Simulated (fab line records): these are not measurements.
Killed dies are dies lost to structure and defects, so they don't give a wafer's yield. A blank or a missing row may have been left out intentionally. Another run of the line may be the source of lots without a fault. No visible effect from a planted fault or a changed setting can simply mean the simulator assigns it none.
Which tool is to blame? + flow nand-harc + 6 lots with 16 wafers sampled at 6 steps, on a route of 1159 steps

== WHAT THE GAUGES READ, wafer by wafer ==
NHARC_END_SORT_01.
| lot  | measured     | on        | killed-at-array |
|------|--------------|-----------|-----------------|
| L245 | day 22 23:49 | prober-01 | 85              |

== EACH LOT AND THE TOOL THAT RAN IT (in order: tool; ch and the chambers of the sampled wafers; start) ==
| lot  | NHARC_A_CONTACT_ETCH_115             | NHARC_A_CONTACT_ETCH_102           | NHARC_A_CONTACT_DESCUM_74          | NHARC_A_CONTACT_ETCH_124             | NHARC_A_CONTACT_ETCH_128             |
|------|--------------------------------------|------------------------------------|------------------------------------|--------------------------------------|--------------------------------------|
| L234 | har-cap-etch-02 ch 0,1, day 17 01:02 | rie-diel-09 ch 0,2, day 17 02:56   | rie-diel-09 ch 1,2, day 17 06:20   | har-cap-etch-03 ch 0,1, day 17 07:44 | har-cap-etch-03 ch 0,1, day 17 08:22 |
| L241 | har-cap-etch-02 ch 0,1, day 18 08:22 | rie-diel-09 ch 1,2,3, day 18 10:13 | rie-diel-09 ch 1,2, day 18 14:52   | har-cap-etch-03 ch 0,1, day 18 16:19 | har-cap-etch-03 ch 0,1, day 18 16:56 |
| L245 | har-cap-etch-01 ch 1, day 19 07:23   | rie-diel-09 ch 2, day 19 09:24     | rie-diel-09 ch 2, day 19 15:19     | har-cap-etch-01 ch 0, day 19 16:50   | har-cap-etch-01 ch 0, day 19 17:26   |
| L247 | har-cap-etch-02 ch 0,1, day 19 14:16 | rie-diel-06 ch 1,2, day 19 16:29   | rie-diel-06 ch 0,1,3, day 19 20:49 | har-cap-etch-01 ch 0,1, day 19 22:10 | har-cap-etch-01 ch 0,1, day 19 22:47 |
| L252 | har-cap-etch-03 ch 0,1, day 20 12:58 | rie-diel-09 ch 0,1, day 20 14:52   | rie-diel-09 ch 0,1,3, day 20 18:11 | har-cap-etch-03 ch 0,1, day 20 19:22 | har-cap-etch-03 ch 0,1, day 20 19:58 |
| L254 | har-cap-etch-01 ch 0,1, day 21 11:40 | rie-diel-06 ch 0,1,2, day 21 13:30 | rie-diel-09 ch 2,3, day 21 16:47   | har-cap-etch-01 ch 0, day 21 17:57   | har-cap-etch-01 ch 0, day 21 18:34   |
- NHARC_A_CONTACT_ETCH_115: etches the open film in C4F8/O2/Ar, time 94 s, target depth 922 nm.
- NHARC_A_CONTACT_ETCH_102: etches the open film in CF4/O2, target depth 70 nm, overetch 7 nm, time 38.5 s.
- NHARC_A_CONTACT_DESCUM_74: chemistry O2, time 3 s.
- NHARC_A_CONTACT_ETCH_124: etches the open film in C4F8/O2/Ar, time 140 s, target depth 700 nm.
- NHARC_A_CONTACT_ETCH_128: etches the open film in C4F8/O2/Ar, time 155 s, target depth 956 nm.

== THE ANSWER, worked out from the rows above alone ==
Rule: usual is defined by the lots themselves. Put in order of their means at a reading, lots are off if they are a third of the lots or fewer, leave a main group of 4 or more, and stand apart from it by a gap of 3 or more times the standard deviation of the main group's means; of several such gaps the widest counts. A main group whose means are all the same, to the digits that the tables above print for the reading, isn't used. Also off: a lot with no number at a reading for which 4 or more lots have one. All remaining lots with rows at the step are treated as sound.
No lot is off at any reading shown: from this, nothing can be told.

== WHAT THE SIMULATOR HAD INSERTED ==
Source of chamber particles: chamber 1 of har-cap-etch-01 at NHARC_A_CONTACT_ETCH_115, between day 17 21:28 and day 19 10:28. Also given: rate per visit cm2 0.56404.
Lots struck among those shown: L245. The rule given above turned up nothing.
